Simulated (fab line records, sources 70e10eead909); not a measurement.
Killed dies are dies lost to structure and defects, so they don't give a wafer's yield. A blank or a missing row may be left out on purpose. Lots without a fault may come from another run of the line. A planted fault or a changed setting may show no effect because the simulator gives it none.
Chamber matching | flow nand_harc | NHARC_A_STAIRCASE_DEP_325 on pecvd-03: 3 sister chambers
The step deposits SiO2, target thk 7200 nm. 6 wafers are shown with their chamber, then 10 later ones without.

WAFERS WITH THEIR CHAMBER
wafer  | chamber | heater_power_w (W) | rf_fwd_power_W (W)
L085.2 | 0       | 663                | 499.8
L086.3 | 2       | 728                | 500.6
L086.4 | 1       | 589                | 497.8
L086.6 | 2       | 637                | 497.9
L089.1 | 1       | 666                | 499.7
L089.2 | 0       | 611                | 497.2

WAFERS WITHOUT THEIR CHAMBER
wafer  | heater_power_w (W) | rf_fwd_power_W (W)
L089.6 | 630                | 497.5
L090.2 | 786                | 500.1
L090.3 | 620                | 499.8
L090.5 | 614                | 500.9
L096.2 | 753                | 500.0
L096.3 | 820                | 499.9
L096.5 | 582                | 496.0
L094.1 | 722                | 499.6
L094.2 | 658                | 500.2
L094.4 | 578                | 499.4

WHICH CHAMBER EACH WENT THROUGH
wafer  | from the rows above          | in truth
L089.6 | can't be placed: 0 or 1 or 2 | 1
L090.2 | can't be placed: 2 or 0 or 1 | 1
L090.3 | can't be placed: 1 or 0 or 2 | 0
L090.5 | can't be placed: 1 or 0 or 2 | 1
L096.2 | can't be placed: 2 or 0 or 1 | 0
L096.3 | can't be placed: 2 or 0 or 1 | 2
L096.5 | can't be placed: 0 or 1 or 2 | 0
L094.1 | can't be placed: 2 or 0 or 1 | 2
L094.2 | can't be placed: 2 or 1 or 0 | 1
L094.4 | can't be placed: 1 or 0 or 2 | 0
Placed correctly: 0 of 10. Can't be placed from these rows: 10 (the true chamber is among the candidates in 10). Placed wrongly: 0.
How it was worked out, from the rows above alone: a wafer's distance from a chamber is the root of the sum, over the readings, of the square of ((its reading less the chamber's mean) divided by the reading's scatter). The wafer belongs to the nearest chamber; if the next one is less than 2 further off, it can't be placed. A chamber's mean is the mean of its shown wafers. The scatter: the root of (the sum of the squares of (reading less its chamber's mean) over the shown wafers, divided by (wafers less chambers)).
